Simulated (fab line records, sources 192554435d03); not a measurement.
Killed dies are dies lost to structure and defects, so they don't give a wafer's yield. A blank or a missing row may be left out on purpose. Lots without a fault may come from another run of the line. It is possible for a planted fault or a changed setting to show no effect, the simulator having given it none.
The same fault as seen by 2 desks ; flow n5 finfet ; only its own numbers are on each desk; what lay behind them is given at the end

== AT THE METROLOGY DESK ==
What the gauges read for every lot (on any tool): the sampled wafers with a number, averaged. Any lot whose mean is over 4 standard deviations away from the usual mean is out of limits and marked OUT; that distance is given in the brackets.
Columns: A = M7_ILD_THK at N5_BEOL_M7_THK_MEAS_01, usual 154.6 nm; B = V6_OVL at N5_BEOL_M7_OVL_MEAS_29, usual -0.5 nm
lot;first seen here;A;B
L289;day 9 06:07;155.4;-0.3
L288;day 9 11:25;156.6;-1.0
L291;day 9 21:10;154.8;-0.1
L294;day 11 03:26;153.1;-1.5
L298;day 11 10:47;152.6;-0.5
L300;day 12 08:31;155.7;-0.2
L302;day 12 17:34;155.3;10.3 (+18) OUT
L303;day 12 22:31;153.8;9.6 (+17) OUT
L305;day 13 06:53;156.8;-0.6
L306;day 13 11:52;154.2;-1.2
L309;day 14 06:35;153.4;-0.4
Finding of this desk: L302, L303 out of limits, first seen on L302 at day 12 19:35 (V6_OVL at N5_BEOL_M7_OVL_MEAS_29). Within limits: L289, L288, L291, L294, L298, L300, L305, L306, L309.

== THE DEFECT DESK ==
Inspection counts along the route, by lot: the mean over sampled wafers that carry a number. Any lot whose mean is over 4 standard deviations away from the usual mean is out of limits and marked OUT; that distance is given in the brackets.
Columns: A = raw defect count at N5_BEOL_M6_INSPECT_58, usual 72
lot;first seen here;A
L289;day 9 05:31;54
L288;day 9 10:46;91
L291;day 9 20:34;65
L294;day 11 02:49;71
L298;day 11 09:41;59
L300;day 12 07:49;85
L302;day 12 16:06;48
L303;day 12 21:24;86
L305;day 13 06:16;106
L306;day 13 11:16;65
L309;day 14 04:41;67
This desk's verdict: no lot among the 11 shows anything out of limits.

== PUT TOGETHER ==
The metrology desk could have raised an alarm at day 12 19:35, on L302, L303.
Nothing out of limits was seen by the defect desk.
The defect desk has L302, L303 on record, within its limits.
All the named lots went through N5_BEOL_M7_EXPOSE_25 on euv scanner-01.

== WHAT THE SIMULATOR PUT IN ==
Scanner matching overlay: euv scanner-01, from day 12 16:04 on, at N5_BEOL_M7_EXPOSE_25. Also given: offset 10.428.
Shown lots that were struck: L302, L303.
Hours from the fault's start to each desk's first reading out of limits: the metrology desk, 4.
